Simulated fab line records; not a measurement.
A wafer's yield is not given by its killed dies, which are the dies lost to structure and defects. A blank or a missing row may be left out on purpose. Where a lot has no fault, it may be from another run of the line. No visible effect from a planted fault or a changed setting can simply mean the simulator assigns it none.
Struck lot and sound lot, side by side / flow nand_harc / 14 steps out of a route of 1302
Sound: wafers L870.4, L870.5, L870.6. Struck: wafers L890.1, L890.5 (left out: L890.2, a lot-mate that was not struck); the cause follows at the end.
For every step that has rows: the tool of each side, followed by ch and its chambers, followed by its first start. Under that, the readings that differ: sound wafers / struck wafers / difference of the means / sigmas: that difference in standard deviations of wafers without a fault.
alike: a reading whose means differ by less than 2 such deviations, as well as words and numbers matching on both sides. not compared: withheld readings; readings where some wafer has no value; bounds like >300 that might hide an equal value; numbers whose values overlap and for which the record gives no deviation.
A row with sigmas, a row that says differs or no value, or rows on one side alone: a step with any of these is where the two part. When numbers do not overlap yet have no deviation, they are printed without sigmas and do not part them. A reading that every wafer of one side lacks parts them only if that side has two wafers or more.

first, 4 steps without rows for these wafers: NHARC_P_BONDPAD_EBR_05; NHARC_P_BONDPAD_EXPOSE_06 (exposes mask P BPAD); NHARC_P_BONDPAD_PEB_07 (peb time 80 s); NHARC_P_BONDPAD_DEVELOP_08 (time 50 s).
NHARC_P_BONDPAD_CD_MEAS_09 targets a cd of 500 nm.
  sound on cd_sem-02 ch 0, day 7 20:48; struck on cd_sem-03 ch 0, day 16 01:10
  alike: cd_nm
NHARC_P_BONDPAD_OVL_MEAS_38:
  sound: overlay-02 at day 7 20:53; struck: overlay-02 at day 16 01:16
  alike: overlay_x_nm, overlay_y_nm
then, 1 step without rows for these wafers: NHARC_P_BONDPAD_HARDBAKE_10 (time 65 s).
NHARC_P_BONDPAD_DESCUM_11: chemistry O2, time 3 s.
  sound on rie_diel-12 ch 0,3, day 7 21:00; struck on rie_diel-02 ch 0,2, day 16 01:23
  alike: drypump_motor_current_A, oes_product_au, rf_vpp_V, showerhead_plenum_p_Torr, throttle_valve_pct
  not compared: rf_hours_counter_h
NHARC_P_BONDPAD_ETCH_37: etches the open film in N2/H2, target depth 60 nm, overetch 18 nm, time 65.91 s.
  sound on rie_diel-12 ch 2,3, day 7 21:05; struck on rie_diel-02 ch 0,2, day 16 01:29
reading=drypump_motor_current_A (A); sound=4.8 4.8 5.4; struck=6.4 5.7; difference=+1.1; sigmas=+3
  alike: oes_product_au, rf_vpp_V, run_length_s, showerhead_plenum_p_Torr, throttle_valve_pct
  not compared: rf_hours_counter_h
NHARC_P_BONDPAD_ETCH_12: etches the open film in CHF3/O2, target depth 200 nm, time 100 s.
  sound: rie_diel-12 ch 1,2; struck: rie_diel-02 ch 0,2
reading=drypump_motor_current_A (A); sound=4.8 5.6 4.9; struck=5.7 6.4; difference=+1.0; sigmas=+2
  alike: oes_product_au, rf_vpp_V, run_length_s, showerhead_plenum_p_Torr, throttle_valve_pct
  not compared: rf_hours_counter_h
NHARC_P_BONDPAD_CD_MEAS_13:
  sound: cd_sem-02 at day 7 21:20; struck: cd_sem-03 at day 16 01:44
  alike: cd_nm
NHARC_P_BONDPAD_STRIP_15: strips in O2.
  sound on rie_diel-04 ch 1,2, day 7 21:23; struck on rie_diel-12 ch 1,2, day 16 01:50
  alike: drypump_motor_current_A, oes_product_au, rf_vpp_V, showerhead_plenum_p_Torr, throttle_valve_pct
  not compared: rf_hours_counter_h
NHARC_P_BONDPAD_ETCH_24: etches the open film in CF4/N2, target depth 30 nm, time 72.99 s.
  sound on rie_diel-04 ch 2,3, day 7 21:33; struck on rie_diel-12 ch 0, day 16 02:01
reading=run_length_s (s); sound=94.4 94.1 94.8; struck=73.8 73.6; difference=-20.7; sigmas=-56
  alike: drypump_motor_current_A, oes_product_au, rf_vpp_V, showerhead_plenum_p_Torr, throttle_valve_pct
  not compared: rf_hours_counter_h
then, 1 step without rows for these wafers: NHARC_P_BONDPAD_STRIP_16 (strips in post etch residue remover, time 600 s).

## WHERE THEY PART
At NHARC_P_BONDPAD_ETCH_37 first; at NHARC_P_BONDPAD_ETCH_24 last (within this record only).

WHY: the cause the simulator had injected
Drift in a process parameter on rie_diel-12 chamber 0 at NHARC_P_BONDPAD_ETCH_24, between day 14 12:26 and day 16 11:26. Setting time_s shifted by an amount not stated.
